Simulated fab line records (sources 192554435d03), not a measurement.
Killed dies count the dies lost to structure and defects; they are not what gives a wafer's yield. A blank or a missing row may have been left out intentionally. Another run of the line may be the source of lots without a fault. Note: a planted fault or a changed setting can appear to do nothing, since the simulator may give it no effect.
Which of the tools did it? || flow n5Finfet || 45 wafers from 15 lots sampled at 4 of the route's 1938 steps

== WHAT EACH GAUGE READ, for each wafer ==
Not one reading of a measure or inspect step in the record can be checked against a usual standard deviation.

== WHICH TOOL RAN EACH LOT (tool, then ch and the chambers of the sampled wafers, then the start) ==
{"lot": "L568", "N5_WELL_APT_EXPOSE_05": "krfScanner-01 ch 0, day 1 19:37", "N5_PMOS_HMC_CHANNEL_EPI_STRIP_33": "rieDiel-02 ch 1,2,3, day 1 23:26", "N5_FIN_SAQP_PECVD_47": "pecvd-01 ch 1,2, day 2 03:10", "N5_FIN_SAQP_ETCH_52": "rieDiel-03 ch 1,2, day 2 04:28"}
{"lot": "L570", "N5_WELL_APT_EXPOSE_05": "krfScanner-01 ch 0, day 2 07:50", "N5_PMOS_HMC_CHANNEL_EPI_STRIP_33": "rieDiel-02 ch 2,3, day 2 12:03", "N5_FIN_SAQP_PECVD_47": "pecvd-04 ch 0,1,2, day 2 15:21", "N5_FIN_SAQP_ETCH_52": "rieDiel-01 ch 0,3, day 2 16:17"}
{"lot": "L571", "N5_WELL_APT_EXPOSE_05": "krfScanner-01 ch 0, day 2 13:23", "N5_PMOS_HMC_CHANNEL_EPI_STRIP_33": "rieDiel-05 ch 0,2,3, day 2 17:52", "N5_FIN_SAQP_PECVD_47": "pecvd-04 ch 0,1,2, day 2 21:08", "N5_FIN_SAQP_ETCH_52": "rieDiel-04 ch 0,1,3, day 2 22:01"}
{"lot": "L572", "N5_WELL_APT_EXPOSE_05": "krfScanner-01 ch 0, day 2 19:23", "N5_PMOS_HMC_CHANNEL_EPI_STRIP_33": "rieDiel-06 ch 0,3, day 2 23:17", "N5_FIN_SAQP_PECVD_47": "pecvd-02 ch 1,2, day 3 02:41", "N5_FIN_SAQP_ETCH_52": "rieDiel-01 ch 0,1,2, day 3 03:28"}
{"lot": "L575", "N5_WELL_APT_EXPOSE_05": "krfScanner-01, day 3 13:50", "N5_PMOS_HMC_CHANNEL_EPI_STRIP_33": "-", "N5_FIN_SAQP_PECVD_47": "-", "N5_FIN_SAQP_ETCH_52": "-"}
{"lot": "L576", "N5_WELL_APT_EXPOSE_05": "krfScanner-02, day 3 19:43", "N5_PMOS_HMC_CHANNEL_EPI_STRIP_33": "-", "N5_FIN_SAQP_PECVD_47": "-", "N5_FIN_SAQP_ETCH_52": "-"}
{"lot": "L577", "N5_WELL_APT_EXPOSE_05": "krfScanner-02, day 4 01:45", "N5_PMOS_HMC_CHANNEL_EPI_STRIP_33": "-", "N5_FIN_SAQP_PECVD_47": "-", "N5_FIN_SAQP_ETCH_52": "-"}
{"lot": "L581", "N5_WELL_APT_EXPOSE_05": "krfScanner-02 ch 0, day 5 01:24", "N5_PMOS_HMC_CHANNEL_EPI_STRIP_33": "rieDiel-02 ch 1,2,3, day 5 05:31", "N5_FIN_SAQP_PECVD_47": "pecvd-04 ch 0,1,2, day 5 10:01", "N5_FIN_SAQP_ETCH_52": "rieDiel-04 ch 2,3, day 5 10:44"}
{"lot": "L582", "N5_WELL_APT_EXPOSE_05": "krfScanner-01 ch 0, day 5 07:32", "N5_PMOS_HMC_CHANNEL_EPI_STRIP_33": "rieDiel-05 ch 0,2,3, day 5 11:34", "N5_FIN_SAQP_PECVD_47": "pecvd-01 ch 0,1,2, day 5 14:59", "N5_FIN_SAQP_ETCH_52": "rieDiel-01 ch 1,2,3, day 5 15:49"}
{"lot": "L583", "N5_WELL_APT_EXPOSE_05": "krfScanner-02 ch 0, day 5 13:31", "N5_PMOS_HMC_CHANNEL_EPI_STRIP_33": "rieDiel-02 ch 0,1,3, day 5 17:44", "N5_FIN_SAQP_PECVD_47": "pecvd-01 ch 0,1,2, day 5 22:11", "N5_FIN_SAQP_ETCH_52": "rieDiel-01 ch 0,2,3, day 6 05:40"}
{"lot": "L584", "N5_WELL_APT_EXPOSE_05": "krfScanner-02 ch 0, day 5 19:58", "N5_PMOS_HMC_CHANNEL_EPI_STRIP_33": "rieDiel-06 ch 1,2, day 6 05:23", "N5_FIN_SAQP_PECVD_47": "pecvd-01 ch 0,1,2, day 6 10:23", "N5_FIN_SAQP_ETCH_52": "rieDiel-04 ch 1,2, day 6 11:07"}
{"lot": "L586", "N5_WELL_APT_EXPOSE_05": "krfScanner-01 ch 0, day 6 07:39", "N5_PMOS_HMC_CHANNEL_EPI_STRIP_33": "rieDiel-02 ch 1,2,3, day 6 11:58", "N5_FIN_SAQP_PECVD_47": "pecvd-01 ch 0,1,2, day 6 19:18", "N5_FIN_SAQP_ETCH_52": "rieDiel-04 ch 1,3, day 6 20:01"}
{"lot": "L587", "N5_WELL_APT_EXPOSE_05": "krfScanner-02 ch 0, day 6 13:38", "N5_PMOS_HMC_CHANNEL_EPI_STRIP_33": "rieDiel-05 ch 1,2,3, day 6 19:20", "N5_FIN_SAQP_PECVD_47": "pecvd-04 ch 1,2, day 6 23:14", "N5_FIN_SAQP_ETCH_52": "rieDiel-04 ch 0,1, day 7 00:02"}
{"lot": "L588", "N5_WELL_APT_EXPOSE_05": "krfScanner-01 ch 0, day 6 19:52", "N5_PMOS_HMC_CHANNEL_EPI_STRIP_33": "rieDiel-06 ch 1,3, day 6 23:56", "N5_FIN_SAQP_PECVD_47": "pecvd-01 ch 1,2, day 7 03:29", "N5_FIN_SAQP_ETCH_52": "rieDiel-01 ch 1,2,3, day 7 04:24"}
{"lot": "L590", "N5_WELL_APT_EXPOSE_05": "krfScanner-01 ch 0, day 7 07:32", "N5_PMOS_HMC_CHANNEL_EPI_STRIP_33": "rieDiel-05 ch 0,1,3, day 7 11:26", "N5_FIN_SAQP_PECVD_47": "pecvd-01 ch 0,2, day 7 15:34", "N5_FIN_SAQP_ETCH_52": "rieDiel-03 ch 2,3, day 7 16:47"}
- N5_WELL_APT_EXPOSE_05: exposes mask NWELL, defocus 0 nm, target cd 200 nm.
- N5_PMOS_HMC_CHANNEL_EPI_STRIP_33: strips in N2/H2.
- N5_FIN_SAQP_PECVD_47: deposits a-Si from SiH4/He, target thk 45 nm, time 36.3 s.
- N5_FIN_SAQP_ETCH_52: etches SOC in N2/H2, target depth 100 nm, overetch 20 nm, time 150 s.

== WHAT THE TOOLS THEMSELVES READ (means of the sampled wafers that have a number; where no wafer has one, the mark that the record gives instead) ==
N5_WELL_APT_EXPOSE_05. Usual: exposureDoseMJCm2 20.286, standard deviation 0.024; focusOffsetNm 0.0 nm, standard deviation 0.54.
{"lot": "L568", "tool": "krfScanner-01", "exposureDoseMJCm2": 20.256, "focusOffsetNm (nm)": 0.2, "flag": ""}
{"lot": "L570", "tool": "krfScanner-01", "exposureDoseMJCm2": 20.315, "focusOffsetNm (nm)": 0.1, "flag": ""}
{"lot": "L571", "tool": "krfScanner-01", "exposureDoseMJCm2": 20.290, "focusOffsetNm (nm)": 0.5, "flag": ""}
{"lot": "L572", "tool": "krfScanner-01", "exposureDoseMJCm2": 20.310, "focusOffsetNm (nm)": 0.3, "flag": ""}
{"lot": "L575", "tool": "krfScanner-01", "exposureDoseMJCm2": "-", "focusOffsetNm (nm)": "-", "flag": "OFF"}
{"lot": "L576", "tool": "krfScanner-02", "exposureDoseMJCm2": "-", "focusOffsetNm (nm)": "-", "flag": "OFF"}
{"lot": "L577", "tool": "krfScanner-02", "exposureDoseMJCm2": "-", "focusOffsetNm (nm)": "-", "flag": "OFF"}
{"lot": "L581", "tool": "krfScanner-02", "exposureDoseMJCm2": 20.301, "focusOffsetNm (nm)": 0.8, "flag": ""}
{"lot": "L582", "tool": "krfScanner-01", "exposureDoseMJCm2": 20.276, "focusOffsetNm (nm)": 0.0, "flag": ""}
{"lot": "L583", "tool": "krfScanner-02", "exposureDoseMJCm2": 20.314, "focusOffsetNm (nm)": -0.5, "flag": ""}
{"lot": "L584", "tool": "krfScanner-02", "exposureDoseMJCm2": 20.304, "focusOffsetNm (nm)": -0.1, "flag": ""}
{"lot": "L586", "tool": "krfScanner-01", "exposureDoseMJCm2": 20.280, "focusOffsetNm (nm)": 0.5, "flag": ""}
{"lot": "L587", "tool": "krfScanner-02", "exposureDoseMJCm2": 20.307, "focusOffsetNm (nm)": 0.2, "flag": ""}
{"lot": "L588", "tool": "krfScanner-01", "exposureDoseMJCm2": 20.260, "focusOffsetNm (nm)": -0.1, "flag": ""}
{"lot": "L590", "tool": "krfScanner-01", "exposureDoseMJCm2": 20.269, "focusOffsetNm (nm)": -0.6, "flag": ""}

N5_PMOS_HMC_CHANNEL_EPI_STRIP_33. Usual: drypumpMotorCurrentA 5.7 A, standard deviation 0.51; h2FlowSccm 300.0 sccm, standard deviation 1; oesProductAu 0.76 a.u., standard deviation 0.068; rfVppV 54.2 V, standard deviation 1.6; showerheadPlenumPTorr 3.36 Torr, standard deviation 0.12; throttleValvePct 19.1 %, standard deviation 0.39.
{"lot": "L568", "tool": "rieDiel-02", "drypumpMotorCurrentA (A)": 5.7, "h2FlowSccm (sccm)": 300.2, "oesProductAu (a.u.)": 0.79, "rfVppV (V)": 55.9, "showerheadPlenumPTorr (Torr)": 3.42, "throttleValvePct (%)": 18.8, "flag": ""}
{"lot": "L570", "tool": "rieDiel-02", "drypumpMotorCurrentA (A)": 6.1, "h2FlowSccm (sccm)": 301.1, "oesProductAu (a.u.)": 0.76, "rfVppV (V)": 54.8, "showerheadPlenumPTorr (Torr)": 3.40, "throttleValvePct (%)": 18.6, "flag": ""}
{"lot": "L571", "tool": "rieDiel-05", "drypumpMotorCurrentA (A)": 5.6, "h2FlowSccm (sccm)": 300.2, "oesProductAu (a.u.)": 0.74, "rfVppV (V)": 52.8, "showerheadPlenumPTorr (Torr)": 3.30, "throttleValvePct (%)": 19.3, "flag": ""}
{"lot": "L572", "tool": "rieDiel-06", "drypumpMotorCurrentA (A)": 6.3, "h2FlowSccm (sccm)": 300.1, "oesProductAu (a.u.)": 0.90, "rfVppV (V)": 54.0, "showerheadPlenumPTorr (Torr)": 3.34, "throttleValvePct (%)": 18.7, "flag": ""}
{"lot": "L581", "tool": "rieDiel-02", "drypumpMotorCurrentA (A)": 5.7, "h2FlowSccm (sccm)": 299.6, "oesProductAu (a.u.)": 0.76, "rfVppV (V)": 52.9, "showerheadPlenumPTorr (Torr)": 3.41, "throttleValvePct (%)": 18.9, "flag": ""}
{"lot": "L582", "tool": "rieDiel-05", "drypumpMotorCurrentA (A)": 5.6, "h2FlowSccm (sccm)": 299.3, "oesProductAu (a.u.)": 0.71, "rfVppV (V)": 55.4, "showerheadPlenumPTorr (Torr)": 3.29, "throttleValvePct (%)": 19.4, "flag": ""}
{"lot": "L583", "tool": "rieDiel-02", "drypumpMotorCurrentA (A)": 5.8, "h2FlowSccm (sccm)": 299.9, "oesProductAu (a.u.)": 0.72, "rfVppV (V)": 53.7, "showerheadPlenumPTorr (Torr)": 3.38, "throttleValvePct (%)": 19.2, "flag": ""}
{"lot": "L584", "tool": "rieDiel-06", "drypumpMotorCurrentA (A)": 5.9, "h2FlowSccm (sccm)": 300.8, "oesProductAu (a.u.)": 0.76, "rfVppV (V)": 54.4, "showerheadPlenumPTorr (Torr)": 3.27, "throttleValvePct (%)": 19.0, "flag": ""}
{"lot": "L586", "tool": "rieDiel-02", "drypumpMotorCurrentA (A)": 5.8, "h2FlowSccm (sccm)": 300.8, "oesProductAu (a.u.)": 0.75, "rfVppV (V)": 54.8, "showerheadPlenumPTorr (Torr)": 3.41, "throttleValvePct (%)": 18.9, "flag": ""}
{"lot": "L587", "tool": "rieDiel-05", "drypumpMotorCurrentA (A)": 5.6, "h2FlowSccm (sccm)": 299.6, "oesProductAu (a.u.)": 0.73, "rfVppV (V)": 56.0, "showerheadPlenumPTorr (Torr)": 3.34, "throttleValvePct (%)": 19.5, "flag": ""}
{"lot": "L588", "tool": "rieDiel-06", "drypumpMotorCurrentA (A)": 6.2, "h2FlowSccm (sccm)": 300.7, "oesProductAu (a.u.)": 0.81, "rfVppV (V)": 54.4, "showerheadPlenumPTorr (Torr)": 3.26, "throttleValvePct (%)": 18.9, "flag": ""}
{"lot": "L590", "tool": "rieDiel-05", "drypumpMotorCurrentA (A)": 5.7, "h2FlowSccm (sccm)": 300.4, "oesProductAu (a.u.)": 0.70, "rfVppV (V)": 54.1, "showerheadPlenumPTorr (Torr)": 3.32, "throttleValvePct (%)": 19.4, "flag": ""}

N5_FIN_SAQP_PECVD_47. Usual: heaterPowerW 750 W, standard deviation 78; showerheadPlenumPTorr 5.67 Torr, standard deviation 0.041; showerheadVppV 623 V, standard deviation 17; throttleValvePct 18.4 %, standard deviation 0.81.
{"lot": "L568", "tool": "pecvd-01", "heaterPowerW (W)": 630, "showerheadPlenumPTorr (Torr)": 5.69, "showerheadVppV (V)": 619, "throttleValvePct (%)": 18.0, "flag": ""}
{"lot": "L570", "tool": "pecvd-04", "heaterPowerW (W)": 771, "showerheadPlenumPTorr (Torr)": 5.65, "showerheadVppV (V)": 621, "throttleValvePct (%)": 18.7, "flag": ""}
{"lot": "L571", "tool": "pecvd-04", "heaterPowerW (W)": 792, "showerheadPlenumPTorr (Torr)": 5.65, "showerheadVppV (V)": 612, "throttleValvePct (%)": 18.6, "flag": ""}
{"lot": "L572", "tool": "pecvd-02", "heaterPowerW (W)": 858, "showerheadPlenumPTorr (Torr)": 5.69, "showerheadVppV (V)": 619, "throttleValvePct (%)": 17.3, "flag": ""}
{"lot": "L581", "tool": "pecvd-04", "heaterPowerW (W)": 771, "showerheadPlenumPTorr (Torr)": 5.66, "showerheadVppV (V)": 615, "throttleValvePct (%)": 18.7, "flag": ""}
{"lot": "L582", "tool": "pecvd-01", "heaterPowerW (W)": 689, "showerheadPlenumPTorr (Torr)": 5.68, "showerheadVppV (V)": 628, "throttleValvePct (%)": 18.1, "flag": ""}
{"lot": "L583", "tool": "pecvd-01", "heaterPowerW (W)": 700, "showerheadPlenumPTorr (Torr)": 5.69, "showerheadVppV (V)": 628, "throttleValvePct (%)": 18.2, "flag": ""}
{"lot": "L584", "tool": "pecvd-01", "heaterPowerW (W)": 691, "showerheadPlenumPTorr (Torr)": 5.68, "showerheadVppV (V)": 634, "throttleValvePct (%)": 18.0, "flag": ""}
{"lot": "L586", "tool": "pecvd-01", "heaterPowerW (W)": 668, "showerheadPlenumPTorr (Torr)": 5.70, "showerheadVppV (V)": 631, "throttleValvePct (%)": 18.0, "flag": ""}
{"lot": "L587", "tool": "pecvd-04", "heaterPowerW (W)": 737, "showerheadPlenumPTorr (Torr)": 5.67, "showerheadVppV (V)": 622, "throttleValvePct (%)": 19.5, "flag": ""}
{"lot": "L588", "tool": "pecvd-01", "heaterPowerW (W)": 679, "showerheadPlenumPTorr (Torr)": 5.70, "showerheadVppV (V)": 620, "throttleValvePct (%)": 18.2, "flag": ""}
{"lot": "L590", "tool": "pecvd-01", "heaterPowerW (W)": 720, "showerheadPlenumPTorr (Torr)": 5.68, "showerheadVppV (V)": 631, "throttleValvePct (%)": 18.0, "flag": ""}

N5_FIN_SAQP_ETCH_52. Usual: value, then standard deviation, for each; biasW 150.0 W / 0.46; drypumpMotorCurrentA 5.9 A / 0.4; h2FlowSccm 200.1 sccm / 0.63; oesProductAu 0.68 a.u. / 0.063; rfVppV 524.4 V / 2; showerheadPlenumPTorr 2.56 Torr / 0.064; throttleValvePct 17.96 % / 0.16.
{"lot": "L568", "tool": "rieDiel-03", "biasW (W)": 149.9, "drypumpMotorCurrentA (A)": 5.9, "h2FlowSccm (sccm)": 199.4, "oesProductAu (a.u.)": 0.67, "rfVppV (V)": 523.8, "showerheadPlenumPTorr (Torr)": 2.55, "throttleValvePct (%)": 18.00, "flag": ""}
{"lot": "L570", "tool": "rieDiel-01", "biasW (W)": 150.6, "drypumpMotorCurrentA (A)": 6.3, "h2FlowSccm (sccm)": 200.8, "oesProductAu (a.u.)": 0.69, "rfVppV (V)": 522.9, "showerheadPlenumPTorr (Torr)": 2.47, "throttleValvePct (%)": 18.10, "flag": ""}
{"lot": "L571", "tool": "rieDiel-04", "biasW (W)": 149.5, "drypumpMotorCurrentA (A)": 5.7, "h2FlowSccm (sccm)": 200.3, "oesProductAu (a.u.)": 0.67, "rfVppV (V)": 524.8, "showerheadPlenumPTorr (Torr)": 2.58, "throttleValvePct (%)": 17.99, "flag": ""}
{"lot": "L572", "tool": "rieDiel-01", "biasW (W)": 150.5, "drypumpMotorCurrentA (A)": 6.3, "h2FlowSccm (sccm)": 200.5, "oesProductAu (a.u.)": 0.67, "rfVppV (V)": 522.9, "showerheadPlenumPTorr (Torr)": 2.50, "throttleValvePct (%)": 18.00, "flag": ""}
{"lot": "L581", "tool": "rieDiel-04", "biasW (W)": 149.7, "drypumpMotorCurrentA (A)": 5.8, "h2FlowSccm (sccm)": 200.6, "oesProductAu (a.u.)": 0.64, "rfVppV (V)": 523.9, "showerheadPlenumPTorr (Torr)": 2.52, "throttleValvePct (%)": 18.03, "flag": ""}
{"lot": "L582", "tool": "rieDiel-01", "biasW (W)": 149.8, "drypumpMotorCurrentA (A)": 6.2, "h2FlowSccm (sccm)": 199.6, "oesProductAu (a.u.)": 0.72, "rfVppV (V)": 524.8, "showerheadPlenumPTorr (Torr)": 2.56, "throttleValvePct (%)": 17.90, "flag": ""}
{"lot": "L583", "tool": "rieDiel-01", "biasW (W)": 149.9, "drypumpMotorCurrentA (A)": 6.1, "h2FlowSccm (sccm)": 199.8, "oesProductAu (a.u.)": 0.77, "rfVppV (V)": 526.0, "showerheadPlenumPTorr (Torr)": 2.62, "throttleValvePct (%)": 17.80, "flag": ""}
{"lot": "L584", "tool": "rieDiel-04", "biasW (W)": 150.2, "drypumpMotorCurrentA (A)": 5.3, "h2FlowSccm (sccm)": 199.9, "oesProductAu (a.u.)": 0.67, "rfVppV (V)": 524.6, "showerheadPlenumPTorr (Torr)": 2.58, "throttleValvePct (%)": 18.09, "flag": ""}
{"lot": "L586", "tool": "rieDiel-04", "biasW (W)": 150.3, "drypumpMotorCurrentA (A)": 5.8, "h2FlowSccm (sccm)": 200.2, "oesProductAu (a.u.)": 0.68, "rfVppV (V)": 525.9, "showerheadPlenumPTorr (Torr)": 2.62, "throttleValvePct (%)": 18.11, "flag": ""}
{"lot": "L587", "tool": "rieDiel-04", "biasW (W)": 149.9, "drypumpMotorCurrentA (A)": 5.6, "h2FlowSccm (sccm)": 200.2, "oesProductAu (a.u.)": 0.68, "rfVppV (V)": 525.9, "showerheadPlenumPTorr (Torr)": 2.62, "throttleValvePct (%)": 18.07, "flag": ""}
{"lot": "L588", "tool": "rieDiel-01", "biasW (W)": 150.3, "drypumpMotorCurrentA (A)": 6.2, "h2FlowSccm (sccm)": 199.5, "oesProductAu (a.u.)": 0.71, "rfVppV (V)": 524.9, "showerheadPlenumPTorr (Torr)": 2.55, "throttleValvePct (%)": 17.94, "flag": ""}
{"lot": "L590", "tool": "rieDiel-03", "biasW (W)": 149.5, "drypumpMotorCurrentA (A)": 6.1, "h2FlowSccm (sccm)": 199.7, "oesProductAu (a.u.)": 0.63, "rfVppV (V)": 522.7, "showerheadPlenumPTorr (Torr)": 2.52, "throttleValvePct (%)": 17.95, "flag": ""}

== THE ANSWER, worked out from the rows above alone ==
Rule: a lot is off if the mean of its wafers that have a number lies more than 3 standard deviations from the usual mean. Also off: a lot with no number at a reading for which 4 or more lots have one. Any other lot the step has rows for is counted as sound. First the gauges in route order, then the tools' own readings, where a lot's mean is used as printed above. The first step at which some lot is off is used, and at that step the reading that is off furthest; a lot without a number counts as furthest.
Off: L575, L576, L577, at N5_WELL_APT_EXPOSE_05 (exposureDoseMJCm2). Without a number there: L575, L576, L577.
A tool fits if, at that step or a process step before it, it ran every lot that is off, and no sound lot after the first of them. None of those tried fits.

== WHAT THE SIMULATOR HAD INSERTED ==
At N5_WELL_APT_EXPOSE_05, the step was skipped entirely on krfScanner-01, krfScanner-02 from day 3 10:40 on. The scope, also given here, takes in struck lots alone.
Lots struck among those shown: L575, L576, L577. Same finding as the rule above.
